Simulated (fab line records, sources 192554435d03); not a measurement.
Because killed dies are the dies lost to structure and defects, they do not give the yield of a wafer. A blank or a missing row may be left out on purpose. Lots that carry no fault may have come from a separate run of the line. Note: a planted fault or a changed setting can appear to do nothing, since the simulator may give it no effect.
fab line records    flow n5Finfet
[record] lots = 24  wafers = 72  lastDay = 17
route steps=1938 shown BEOL_M2@877
lots that met no fault: from a run of the same line without faults
startH: start of the lot's first displayed wafer, in hours after the record's first day    waitH: hours since the lot's step before    " unchanged from the row above    L1.1+2: one row covering several wafers at once    - no value, or no start was given    * or withheld: withheld    < > ~ a bound
route shown NAME@n: a module of which the file shows steps, and the number in the route of the first    usual: the fault-free wafers' mean and standard deviation    same: alike in all rows    chamber/n: place in a boat    sites: each site's reading    _std_site: how widely they spread, as a standard deviation    _edge_site: the outer-site mean with the inner-site mean subtracted    radiusMm: for every site, how far away it sits from the centre of the wafer    mask NAME#n: copy n    behind: tool/chamber where the wafer was last shaped    hold: cause of the lot's hold/its duration in hours/its outcome    device: which transistor (n, p or np) failed to switch    end of line: at the end of the route, the tests of the same wafers    where a step has no rows: the recipe by itself    killed: at the first sort, the dies lost to defects and structure; wafer yield is something else    map: the dies of a wafer, with x for killed, . for not killed, _ for no die there
set.NAME: the setting as run; set.NAME@STEP: as run at that earlier step    model.NAME: the simulator's own value behind a step, which no gauge read
steps of the route over a sample of lots; a table a step, a row a wafer
services: from which hour (startH, from the record's first day; less than 0 if before it) a tool's chamber was out of use, for how many hours, and why
[[steps]]
[step N5_BEOL_M2_OVL_MEAS_29]
[recipe] pointsPerWafer = 522
[usual] V1_OVL = -0.3/0.97
lot.wafer  tool        chamber  startH  waitH  V1_OVL[nm]
L074.1     overlay-01  0        138.95  0.0    0.0
L074.4     "           0        "       "      1.3
L074.5     "           0        "       "      0.7
L075.3     overlay-02  0        140.36  0.0    -1.5
L075.4     "           0        "       "      -1.4
L075.6     "           0        "       "      -0.6
L077.4     overlay-02  0        144.99  0.0    0.5
L077.5     "           0        "       "      0.9
L077.6     "           0        "       "      0.2
L076.3     overlay-01  0        145.48  0.0    -2.0
L076.4     "           0        "       "      -1.4
L076.6     "           0        "       "      -0.8
L078.2     overlay-01  0        155.94  0.0    -1.6
L078.4     "           0        "       "      -0.9
L078.5     "           0        "       "      -0.9
L079.2     overlay-01  0        163.54  0.0    -0.1
L079.3     "           0        "       "      -0.3
L079.5     "           0        "       "      -0.4
L080.1     overlay-02  0        173.13  0.0    -1.6
L080.4     "           0        "       "      -2.0
L080.6     "           0        "       "      -2.2
L081.1     overlay-01  0        175.50  0.0    0.3
L081.3     "           0        "       "      0.4
L081.6     "           0        "       "      -0.1
L082.2     overlay-01  0        179.71  0.0    0.0
L082.3     "           0        "       "      -0.3
L082.5     "           0        "       "      -0.6
L083.1     overlay-02  0        188.57  0.0    -1.4
L083.4     "           0        "       "      -0.6
L083.5     "           0        "       "      -0.7
L084.2     overlay-02  0        199.40  0.0    -0.3
L084.4     "           0        "       "      1.1
L084.6     "           0        "       "      0.9
L085.2     overlay-02  0        200.51  0.0    -0.2
L085.3     "           0        "       "      -0.6
L085.4     "           0        "       "      -1.1
L086.1     overlay-01  0        213.04  0.0    0.2
L086.3     "           0        "       "      0.2
L086.5     "           0        "       "      -0.1
L088.1     overlay-01  0        217.34  0.0    -0.8
L088.2     "           0        "       "      -1.5
L088.5     "           0        "       "      -0.8
L087.2     overlay-02  0        217.71  0.0    0.0
L087.4     "           0        "       "      -0.5
L087.5     "           0        "       "      0.5
L089.3     overlay-01  0        226.26  0.0    0.8
L089.4     "           0        "       "      1.1
L089.5     "           0        "       "      0.7
L090.3     overlay-01  0        229.71  0.0    -1.2
L090.4     "           0        "       "      -1.1
L090.5     "           0        "       "      -1.9
L091.1     overlay-02  0        240.30  0.0    -0.6
L091.2     "           0        "       "      -1.1
L091.4     "           0        "       "      -0.9
L092.2     overlay-02  0        246.00  0.0    0.9
L092.4     "           0        "       "      1.0
L092.5     "           0        "       "      1.3
L093.1     overlay-02  0        251.40  0.0    1.6
L093.4     "           0        "       "      0.5
L093.5     "           0        "       "      0.4
L094.1     overlay-01  0        251.81  0.0    -1.2
L094.2     "           0        "       "      -0.9
L094.3     "           0        "       "      -1.6
L095.2     overlay-01  0        264.29  0.0    0.7
L095.4     "           0        "       "      -0.1
L095.6     "           0        "       "      0.8
L096.3     overlay-02  0        269.12  0.0    0.9
L096.4     "           0        "       "      1.7
L096.5     "           0        "       "      -0.1
L097.4     overlay-01  0        275.86  0.0    0.5
L097.5     "           0        "       "      -0.4
L097.6     "           0        "       "      -0.3
[step N5_BEOL_M2_STRIP_36]
[recipe] chemistry = N2/H2  powerW = 450  tempC = 40  pressureMtorr = 20  rfFrequencyHz = 6e+07  overashFraction = 0.3  biasPowerW = 7  h2Frac = 0.5  n2FlowSccm = 200  h2FlowSccm = 200
[usual] drypumpMotorCurrentA = 5.8/0.46  oesProductAu = 0.81/0.076  powerW = 450.3/1.3  rfVppV = 58.9/1.6  showerheadPlenumPTorr = 2.54/0.097  throttleValvePct = 23.53/0.29
lot.wafer  tool        chamber  startH  waitH  drypumpMotorCurrentA  oesProductAu  powerW  rfHoursCounterH  rfVppV  showerheadPlenumPTorr  throttleValvePct
L074.1     rieDiel-02  3        143.87  0.0    5.3                   0.84          448.1   60               57.2    2.58                   23.79
L074.4     "           2        "       "      5.6                   0.94          451.5   29               60.2    2.69                   23.68
L074.5     "           0        "       "      6.8                   0.67          451.1   -                56.5    2.40                   23.08
L075.3     rieDiel-05  2        144.14  0.0    5.8                   0.70          448.6   245              56.8    2.50                   23.70
L075.4     "           3        "       "      5.6                   0.90          450.8   15               58.0    2.50                   23.88
L075.6     "           0        "       "      5.7                   0.79          450.9   -                60.4    2.66                   23.57
L076.3     rieDiel-02  1        150.63  0.0    5.9                   0.73          448.6   180              59.8    2.41                   23.42
L076.4     "           0        "       "      6.8                   0.68          450.1   -                59.7    2.40                   23.08
L076.6     "           3        "       "      5.4                   0.84          452.7   -                58.0    2.58                   23.75
L077.4     rieDiel-05  1        150.66  0.0    6.0                   0.86          448.3   55               57.8    2.58                   23.19
L077.5     "           3        "       "      5.6                   0.90          449.1   -                56.2    2.49                   23.91
L077.6     "           2        "       "      5.9                   0.69          449.2   -                61.6    2.50                   23.77
L078.2     rieDiel-05  2        158.30  0.0    5.8                   0.69          449.1   249              57.3    2.50                   23.74
L078.4     "           0        "       "      5.7                   0.80          450.2   116              61.7    2.66                   23.56
L078.5     "           0        "       "      5.7                   0.79          449.3   -                61.0    2.66                   23.54
L079.2     rieDiel-05  3        166.15  0.0    5.7                   0.89          452.0   23               58.7    2.49                   23.89
L079.3     "           0        "       "      5.7                   0.77          451.8   120              59.7    2.66                   23.56
L079.5     "           3        "       "      5.6                   0.89          451.8   -                58.8    2.49                   23.92
L080.1     rieDiel-05  0        175.24  0.0    5.7                   0.79          451.5   124              57.9    2.65                   23.56
L080.4     "           0        "       "      5.7                   0.78          449.7   -                57.8    2.65                   23.56
L080.6     "           3        "       "      5.7                   0.89          450.7   -                60.6    2.49                   23.92
L081.1     rieDiel-04  1        178.51  0.0    5.8                   0.80          450.7   79               59.4    2.47                   23.78
L081.3     "           3        "       "      5.0                   0.84          452.0   61               58.8    2.58                   23.66
L081.6     "           1        "       "      5.9                   0.82          450.9   -                59.9    2.47                   23.79
L082.2     rieDiel-04  3        187.41  0.0    5.0                   0.83          450.7   65               58.3    2.58                   23.68
L082.3     "           1        "       "      5.8                   0.81          449.4   83               57.4    2.47                   23.80
L082.5     "           3        "       "      5.0                   0.84          453.8   -                59.5    2.58                   23.69
L083.1     rieDiel-02  0        191.24  0.0    6.8                   0.69          451.6   244              60.1    2.39                   23.12
L083.4     "           2        "       "      5.6                   0.90          451.3   44               61.7    2.69                   23.71
L083.5     "           0        "       "      6.8                   0.68          453.1   -                59.5    2.39                   23.11
L084.2     rieDiel-04  2        201.99  0.0    6.0                   0.88          450.9   51               59.6    2.58                   23.22
L084.4     "           0        "       "      5.1                   0.70          447.8   227              57.8    2.41                   23.69
L084.6     "           1        "       "      5.9                   0.82          449.6   -                57.9    2.47                   23.81
L085.2     rieDiel-04  2        205.34  0.0    6.0                   0.87          449.8   52               55.1    2.58                   23.25
L085.3     "           1        "       "      5.9                   0.83          448.8   86               60.7    2.47                   23.82
L085.4     "           3        "       "      5.0                   0.82          449.5   72               56.7    2.57                   23.68
L086.1     rieDiel-02  1        215.79  0.0    5.9                   0.71          448.7   203              56.4    2.40                   23.44
L086.3     "           2        "       "      5.6                   0.89          451.9   53               57.8    2.68                   23.70
L086.5     "           0        "       "      6.8                   0.67          448.3   -                57.2    2.39                   23.12
L088.1     rieDiel-02  3        219.48  0.0    5.3                   0.82          449.6   86               58.2    2.57                   23.80
L088.2     "           2        "       "      5.6                   0.89          450.0   55               57.8    2.68                   23.70
L088.5     "           1        "       "      5.9                   0.70          449.3   -                61.3    2.40                   23.45
L087.2     rieDiel-04  1        219.52  0.0    5.8                   0.82          451.8   91               59.4    2.47                   23.82
L087.4     "           3        "       "      5.0                   0.83          450.2   77               59.1    2.57                   23.66
L087.5     "           2        "       "      6.0                   0.87          451.9   -                61.8    2.58                   23.23
L089.3     rieDiel-02  1        234.87  0.0    5.9                   0.71          450.5   212              57.5    2.40                   23.45
L089.4     "           3        "       "      5.3                   0.80          450.7   -                58.2    2.57                   23.77
L089.5     "           2        "       "      5.6                   0.88          450.4   -                59.3    2.68                   23.70
L090.3     rieDiel-05  3        235.01  0.0    5.7                   0.84          449.9   51               56.5    2.48                   23.96
L090.4     "           2        "       "      5.8                   0.91          450.3   18               56.2    2.49                   23.39
L090.5     "           2        "       "      5.9                   0.89          449.7   -                59.0    2.49                   23.41
L091.1     rieDiel-02  3        244.41  0.0    5.3                   0.80          451.5   98               59.3    2.57                   23.84
L091.2     "           0        "       "      6.8                   0.98          451.7   3                60.1    2.71                   22.89
L091.4     "           1        "       "      5.9                   0.70          451.5   216              57.0    2.40                   23.46
L092.2     rieDiel-02  3        249.71  0.0    5.3                   0.80          449.6   99               59.1    2.56                   23.83
L092.4     "           1        "       "      5.9                   0.70          450.2   219              58.8    2.39                   23.46
L092.5     "           0        "       "      6.8                   0.95          451.7   -                62.2    2.71                   22.90
L093.1     rieDiel-02  2        252.55  0.0    5.6                   0.86          446.0   70               60.4    2.68                   23.74
L093.4     "           1        "       "      5.9                   0.70          450.3   220              58.9    2.39                   23.47
L093.5     "           0        "       "      6.8                   0.94          450.5   -                59.4    2.71                   22.87
L094.1     rieDiel-04  3        257.39  0.0    5.0                   0.82          450.7   87               60.6    2.57                   23.71
L094.2     "           2        "       "      6.0                   0.86          447.8   70               59.9    2.57                   23.24
L094.3     "           0        "       "      5.1                   0.69          451.0   245              58.7    2.40                   23.69
L095.2     rieDiel-05  2        268.04  0.0    5.8                   0.89          451.0   31               59.4    2.49                   23.44
L095.4     "           3        "       "      5.7                   0.83          451.9   62               58.8    2.48                   23.95
L095.6     "           1        "       "      5.9                   0.80          452.5   -                61.1    2.56                   23.29
L096.3     rieDiel-02  3        270.32  0.0    5.3                   0.79          450.1   107              59.2    2.56                   23.82
L096.4     "           0        "       "      6.8                   0.94          448.5   13               58.6    2.71                   22.86
L096.5     "           3        "       "      5.4                   0.78          450.7   -                58.1    2.56                   23.86
L097.4     rieDiel-04  1        285.81  0.0    5.9                   0.79          451.3   -                58.8    2.46                   23.85
L097.5     "           3        "       "      5.0                   0.80          448.3   -                59.8    2.56                   23.72
L097.6     "           2        "       "      6.0                   0.84          449.4   -                56.9    2.57                   23.27
[step N5_BEOL_M2_OCD_MEAS_38]
[usual] trenchDepthNm = 55.7/0.93
lot.wafer  tool    chamber  startH  waitH  trenchDepthNm
L074.1     ocd-02  -        144.06  -      56.7
L074.4     "       -        "       "      56.8
L074.5     "       -        "       "      54.2
L075.3     ocd-01  -        144.34  -      54.9
L075.4     "       -        "       "      55.4
L075.6     "       -        "       "      54.5
L076.3     ocd-01  -        150.82  -      56.0
L076.4     "       -        "       "      54.4
L076.6     "       -        "       "      56.1
L077.4     ocd-02  -        150.86  -      55.0
L077.5     "       -        "       "      54.9
L077.6     "       -        "       "      54.2
L078.2     ocd-01  -        158.50  -      53.4
L078.4     "       -        "       "      55.0
L078.5     "       -        "       "      54.2
L079.2     ocd-02  -        166.34  -      54.8
L079.3     "       -        "       "      54.4
L079.5     "       -        "       "      55.5
L080.1     ocd-01  -        175.44  -      54.6
L080.4     "       -        "       "      54.9
L080.6     "       -        "       "      55.8
L081.1     ocd-02  -        178.71  -      55.6
L081.3     "       -        "       "      56.2
L081.6     "       -        "       "      55.6
L082.2     ocd-01  -        187.61  -      57.8
L082.3     "       -        "       "      55.5
L082.5     "       -        "       "      57.2
L083.1     ocd-02  -        191.44  -      54.0
L083.4     "       -        "       "      56.4
L083.5     "       -        "       "      53.3
L084.2     ocd-01  -        202.18  -      55.6
L084.4     "       -        "       "      54.3
L084.6     "       -        "       "      56.2
L085.2     ocd-02  -        205.53  -      56.1
L085.3     "       -        "       "      55.0
L085.4     "       -        "       "      55.5
L086.1     ocd-01  -        215.98  -      55.0
L086.3     "       -        "       "      55.8
L086.5     "       -        "       "      53.9
L088.1     ocd-01  -        219.67  -      56.5
L088.2     "       -        "       "      56.1
L088.5     "       -        "       "      55.3
L087.2     ocd-02  -        219.71  -      55.2
L087.4     "       -        "       "      56.7
L087.5     "       -        "       "      56.5
L089.3     ocd-01  -        235.07  -      56.3
L089.4     "       -        "       "      57.2
L089.5     "       -        "       "      56.4
L090.3     ocd-02  -        235.20  -      55.8
L090.4     "       -        "       "      56.3
L090.5     "       -        "       "      56.4
L091.1     ocd-01  -        244.61  -      55.5
L091.2     "       -        "       "      55.2
L091.4     "       -        "       "      55.6
L092.2     ocd-02  -        249.90  -      56.9
L092.4     "       -        "       "      55.1
L092.5     "       -        "       "      55.9
L093.1     ocd-01  -        252.75  -      56.5
L093.4     "       -        "       "      55.3
L093.5     "       -        "       "      55.9
L094.1     ocd-01  -        257.58  -      57.1
L094.2     "       -        "       "      57.4
L094.3     "       -        "       "      54.8
L095.2     ocd-02  -        268.23  -      56.2
L095.4     "       -        "       "      55.8
L095.6     "       -        "       "      54.7
L096.3     ocd-02  -        270.52  -      55.4
L096.4     "       -        "       "      55.8
L096.5     "       -        "       "      56.3
L097.4     ocd-01  -        285.98  -      55.8
L097.5     "       -        "       "      57.1
L097.6     "       -        "       "      57.3
[step N5_BEOL_M2_ANNEAL_87]
[recipe] tempC = 400  timeS = 240  ambient = vacuum
[usual] heaterPowerW = 910/86
lot.wafer  tool           chamber  startH  waitH  heaterPowerW
L074.1     pvdSputter-03  -        146.16  0.0    878
L074.4     "              -        "       "      795
L074.5     "              -        "       "      864
L075.3     pvdSputter-02  -        146.53  0.0    849
L075.4     "              -        "       "      1093
L075.6     "              -        "       "      1100
L076.3     pvdSputter-01  -        152.83  0.0    829
L076.4     "              -        "       "      813
L076.6     "              -        "       "      844
L077.4     pvdSputter-02  -        153.31  0.0    1076
L077.5     "              -        "       "      865
L077.6     "              -        "       "      936
L078.2     pvdSputter-03  -        160.39  0.0    808
L078.4     "              -        "       "      873
L078.5     "              -        "       "      991
L079.2     pvdSputter-01  -        170.24  0.0    1012
L079.3     "              -        "       "      926
L079.5     "              -        "       "      820
L080.1     pvdSputter-01  -        177.69  0.0    905
L080.4     "              -        "       "      848
L080.6     "              -        "       "      850
L081.1     pvdSputter-02  -        180.80  0.0    1089
L081.3     "              -        "       "      833
L081.6     "              -        "       "      849
L082.2     pvdSputter-01  -        191.05  0.0    1023
L082.3     "              -        "       "      830
L082.5     "              -        "       "      840
L083.1     pvdSputter-01  -        193.26  0.0    821
L083.4     "              -        "       "      910
L083.5     "              -        "       "      917
L084.2     pvdSputter-02  -        204.33  0.0    1093
L084.4     "              -        "       "      948
L084.6     "              -        "       "      931
L085.2     pvdSputter-02  -        207.45  0.0    943
L085.3     "              -        "       "      1097
L085.4     "              -        "       "      882
L086.1     pvdSputter-02  -        218.51  0.0    1103
L086.3     "              -        "       "      828
L086.5     "              -        "       "      878
L088.1     pvdSputter-03  -        221.99  0.0    905
L088.2     "              -        "       "      989
L088.5     "              -        "       "      896
L087.2     pvdSputter-01  -        223.14  0.0    835
L087.4     "              -        "       "      823
L087.5     "              -        "       "      920
L089.3     pvdSputter-03  -        237.03  0.0    883
L089.4     "              -        "       "      1023
L089.5     "              -        "       "      884
L090.3     pvdSputter-02  -        237.09  0.0    879
L090.4     "              -        "       "      1101
L090.5     "              -        "       "      916
L091.1     pvdSputter-03  -        247.83  0.0    824
L091.2     "              -        "       "      988
L091.4     "              -        "       "      886
L092.2     pvdSputter-03  -        251.91  0.0    894
L092.4     "              -        "       "      833
L092.5     "              -        "       "      867
L093.1     pvdSputter-02  -        254.45  0.0    942
L093.4     "              -        "       "      1073
L093.5     "              -        "       "      849
L094.1     pvdSputter-02  -        260.79  0.0    936
L094.2     "              -        "       "      1095
L094.3     "              -        "       "      877
L095.2     pvdSputter-03  -        270.55  0.0    890
L095.4     "              -        "       "      793
L095.6     "              -        "       "      818
L096.3     pvdSputter-01  -        272.53  0.0    830
L096.4     "              -        "       "      1013
L096.5     "              -        "       "      998
L097.4     pvdSputter-01  -        288.22  0.0    920
L097.5     "              -        "       "      920
L097.6     "              -        "       "      1003
[step N5_BEOL_M2_ANNEAL_91]
[recipe] tempC = 400  timeS = 240  ambient = vacuum
[usual] heaterPowerW = 912/87
lot.wafer  tool           chamber  startH  waitH  heaterPowerW
L074.1     pvdSputter-03  -        146.60  0.0    887
L074.4     "              -        "       "      841
L074.5     "              -        "       "      874
L075.3     pvdSputter-02  -        146.97  0.0    853
L075.4     "              -        "       "      1098
L075.6     "              -        "       "      1111
L076.3     pvdSputter-01  -        153.27  0.0    841
L076.4     "              -        "       "      833
L076.6     "              -        "       "      837
L077.4     pvdSputter-02  -        153.75  0.0    1093
L077.5     "              -        "       "      864
L077.6     "              -        "       "      940
L078.2     pvdSputter-03  -        160.83  0.0    804
L078.4     "              -        "       "      910
L078.5     "              -        "       "      1001
L079.2     pvdSputter-01  -        170.68  0.0    978
L079.3     "              -        "       "      922
L079.5     "              -        "       "      826
L080.1     pvdSputter-01  -        178.13  0.0    930
L080.4     "              -        "       "      831
L080.6     "              -        "       "      854
L081.1     pvdSputter-02  -        181.24  0.0    1113
L081.3     "              -        "       "      863
L081.6     "              -        "       "      853
L082.2     pvdSputter-01  -        191.49  0.0    999
L082.3     "              -        "       "      838
L082.5     "              -        "       "      820
L083.1     pvdSputter-01  -        193.70  0.0    836
L083.4     "              -        "       "      934
L083.5     "              -        "       "      927
L084.2     pvdSputter-02  -        204.77  0.0    1102
L084.4     "              -        "       "      911
L084.6     "              -        "       "      954
L085.2     pvdSputter-02  -        207.89  0.0    923
L085.3     "              -        "       "      1132
L085.4     "              -        "       "      857
L086.1     pvdSputter-02  -        218.95  0.0    1091
L086.3     "              -        "       "      831
L086.5     "              -        "       "      848
L088.1     pvdSputter-03  -        222.43  0.0    886
L088.2     "              -        "       "      996
L088.5     "              -        "       "      881
L087.2     pvdSputter-01  -        223.58  0.0    836
L087.4     "              -        "       "      827
L087.5     "              -        "       "      932
L089.3     pvdSputter-03  -        237.47  0.0    883
L089.4     "              -        "       "      1017
L089.5     "              -        "       "      870
L090.3     pvdSputter-02  -        237.53  0.0    885
L090.4     "              -        "       "      1099
L090.5     "              -        "       "      958
L091.1     pvdSputter-03  -        248.27  0.0    775
L091.2     "              -        "       "      1004
L091.4     "              -        "       "      903
L092.2     pvdSputter-03  -        252.35  0.0    892
L092.4     "              -        "       "      835
L092.5     "              -        "       "      862
L093.1     pvdSputter-02  -        254.89  0.0    933
L093.4     "              -        "       "      1085
L093.5     "              -        "       "      840
L094.1     pvdSputter-02  -        261.23  0.0    940
L094.2     "              -        "       "      1066
L094.3     "              -        "       "      893
L095.2     pvdSputter-03  -        270.99  0.0    900
L095.4     "              -        "       "      815
L095.6     "              -        "       "      820
L096.3     pvdSputter-01  -        272.97  0.0    836
L096.4     "              -        "       "      1010
L096.5     "              -        "       "      1015
L097.4     pvdSputter-01  -        288.66  0.0    919
L097.5     "              -        "       "      932
L097.6     "              -        "       "      1020
[step N5_BEOL_M2_SPUTTER_92]
[recipe] material = Cu  targetThkA = 45  tempC = -20  chamberPressurePa = 0.07  powerW = withheld  timeS = 8.29
[usual] chuckSensorTempC = -16.2/0.48  throttleValvePct = 30.3/0.96
lot.wafer  tool           chamber  startH  waitH  chuckSensorTempC  throttleValvePct
L074.1     pvdSputter-03  -        146.74  0.1    -17.1             29.3
L074.4     "              -        "       "      -16.2             30.3
L074.5     "              -        "       "      -16.7             29.7
L075.3     pvdSputter-02  -        147.11  0.1    -15.6             31.1
L075.4     "              -        "       "      -16.3             31.6
L075.6     "              -        "       "      -16.2             31.8
L076.3     pvdSputter-01  -        153.41  0.1    -15.8             30.3
L076.4     "              -        "       "      -16.3             31.1
L076.6     "              -        "       "      -15.6             30.1
L077.4     pvdSputter-02  -        153.89  0.1    -16.2             31.9
L077.5     "              -        "       "      -15.6             31.3
L077.6     "              -        "       "      -15.5             31.2
L078.2     pvdSputter-03  -        160.97  0.1    -16.0             30.2
L078.4     "              -        "       "      -17.0             29.2
L078.5     "              -        "       "      -16.0             28.2
L079.2     pvdSputter-01  -        170.82  0.1    -16.8             30.2
L079.3     "              -        "       "      -16.3             29.7
L079.5     "              -        "       "      -16.4             31.1
L080.1     pvdSputter-01  -        178.27  0.1    -16.5             30.1
L080.4     "              -        "       "      -15.5             30.2
L080.6     "              -        "       "      -15.8             30.2
L081.1     pvdSputter-02  -        181.38  0.1    -16.3             31.5
L081.3     "              -        "       "      -15.6             31.3
L081.6     "              -        "       "      -15.7             31.4
L082.2     pvdSputter-01  -        191.63  0.1    -16.5             29.5
L082.3     "              -        "       "      -16.3             31.2
L082.5     "              -        "       "      -15.6             30.0
L083.1     pvdSputter-01  -        193.84  0.1    -15.7             30.1
L083.4     "              -        "       "      -16.5             29.9
L083.5     "              -        "       "      -16.4             29.9
L084.2     pvdSputter-02  -        204.91  0.1    -16.4             31.5
L084.4     "              -        "       "      -15.6             31.3
L084.6     "              -        "       "      -15.6             31.3
L085.2     pvdSputter-02  -        208.03  0.1    -15.6             31.4
L085.3     "              -        "       "      -16.4             31.8
L085.4     "              -        "       "      -15.6             29.6
L086.1     pvdSputter-02  -        219.09  0.1    -16.1             31.8
L086.3     "              -        "       "      -15.9             31.4
L086.5     "              -        "       "      -15.7             31.5
L088.1     pvdSputter-03  -        222.57  0.1    -17.1             29.1
L088.2     "              -        "       "      -16.1             28.0
L088.5     "              -        "       "      -16.9             29.4
L087.2     pvdSputter-01  -        223.72  0.1    -15.5             30.2
L087.4     "              -        "       "      -16.5             31.0
L087.5     "              -        "       "      -16.3             29.8
L089.3     pvdSputter-03  -        237.61  0.1    -17.0             29.8
L089.4     "              -        "       "      -16.2             27.9
L089.5     "              -        "       "      -17.0             29.4
L090.3     pvdSputter-02  -        237.67  0.1    -15.5             29.7
L090.4     "              -        "       "      -16.3             31.8
L090.5     "              -        "       "      -15.7             31.3
L091.1     pvdSputter-03  -        248.41  0.1    -16.4             30.4
L091.2     "              -        "       "      -16.1             28.1
L091.4     "              -        "       "      -17.1             29.1
L092.2     pvdSputter-03  -        252.49  0.1    -17.2             29.5
L092.4     "              -        "       "      -16.2             30.4
L092.5     "              -        "       "      -16.7             29.8
L093.1     pvdSputter-02  -        255.03  0.1    -15.6             31.1
L093.4     "              -        "       "      -16.2             31.6
L093.5     "              -        "       "      -15.6             31.5
L094.1     pvdSputter-02  -        261.37  0.1    -15.7             31.3
L094.2     "              -        "       "      -16.4             31.6
L094.3     "              -        "       "      -15.6             29.9
L095.2     pvdSputter-03  -        271.13  0.1    -17.1             29.2
L095.4     "              -        "       "      -16.1             30.4
L095.6     "              -        "       "      -16.2             30.1
L096.3     pvdSputter-01  -        273.11  0.1    -16.4             31.2
L096.4     "              -        "       "      -16.7             29.6
L096.5     "              -        "       "      -16.8             29.8
L097.4     pvdSputter-01  -        288.80  0.1    -16.4             29.9
L097.5     "              -        "       "      -16.4             29.6
L097.6     "              -        "       "      -16.8             29.6
[[services]]
tool        chamber  startH  hours  kind
rieDiel-04  2        121.14  23.0   repair
rieDiel-05  0        131.14  2.1    repair
rieDiel-04  0        140.08  11.9   repair
rieDiel-02  2        148.16  3.1    repair
rieDiel-05  2        160.82  -      clean
rieDiel-05  2        160.82  -      consumableReplace:esc
rieDiel-05  2        160.82  -      consumableReplace:focusRing
rieDiel-05  2        160.82  23.6   scheduledDown
rieDiel-05  2        160.82  23.6   ventCycle
rieDiel-04  0        167.44  22.2   repair
rieDiel-04  -        173.55  2.8    pm
rieDiel-02  -        192.50  0.7    repair
rieDiel-04  1        193.71  6.3    repair
rieDiel-02  0        201.88  9.7    repair
rieDiel-02  0        215.95  -      clean
rieDiel-02  0        215.95  -      consumableReplace:focusRing
rieDiel-02  0        215.95  -      consumableReplace:showerhead
rieDiel-02  0        215.95  21.3   scheduledDown
rieDiel-02  0        215.95  21.3   ventCycle
rieDiel-04  0        233.87  4.2    repair
rieDiel-04  2        248.81  4.0    repair
rieDiel-04  0        271.54  -      clean
rieDiel-04  0        271.54  -      consumableReplace:focusRing
rieDiel-04  0        271.54  -      consumableReplace:showerhead
[[key]]
fault none
